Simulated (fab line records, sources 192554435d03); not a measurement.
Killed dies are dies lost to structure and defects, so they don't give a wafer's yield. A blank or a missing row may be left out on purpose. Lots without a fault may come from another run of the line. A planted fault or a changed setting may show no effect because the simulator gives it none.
Chamber matching | flow n5_finfet | N5_BEOL_M8_CURE_75 on uv_cure-01: 3 sister chambers
The step cures SiCOH lowk, time 120 s. 3 wafers are shown with their chamber, then 12 later ones without.

WAFERS WITH THEIR CHAMBER
wafer  | chamber | wafer_temp_C_max
L076.6 | 1       | 371.5
L088.5 | 0       | 374.6
L090.6 | 2       | 373.1

WAFERS WITHOUT THEIR CHAMBER
wafer  | wafer_temp_C_max
L091.1 | 373.2
L091.2 | 372.2
L091.3 | 373.1
L096.1 | 371.1
L096.4 | 372.1
L096.5 | 371.8
L086.3 | 373.5
L086.4 | 373.5
L086.5 | 373.3
L097.1 | 371.7
L097.3 | 371.5
L097.6 | 371.5

WHICH CHAMBER EACH WENT THROUGH
wafer  | from the rows above     | in truth
L091.1 | 2                       | 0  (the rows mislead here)
L091.2 | can't be placed: 1 or 2 | 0
L091.3 | 2                       | 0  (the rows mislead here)
L096.1 | 1                       | 1
L096.4 | can't be placed: 1 or 2 | 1
L096.5 | 1                       | 1
L086.3 | can't be placed: 2 or 0 | 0
L086.4 | can't be placed: 2 or 0 | 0
L086.5 | 2                       | 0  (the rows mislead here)
L097.1 | 1                       | 1
L097.3 | 1                       | 1
L097.6 | 1                       | 1
Placed correctly: 5 of 12. Can't be placed from these rows: 4 (the true chamber is among the candidates in 3). Placed wrongly: 3.
How it was worked out, from the rows above alone: a wafer's distance from a chamber is the root of the sum, over the readings, of the square of ((its reading less the chamber's mean) divided by the reading's scatter). The wafer belongs to the nearest chamber; if the next one is less than 2 further off, it can't be placed. A chamber's mean is the mean of its shown wafers. The scatter: with one shown wafer a chamber, the root of the mean of the squares of how far each hidden wafer lies from its nearest shown one.
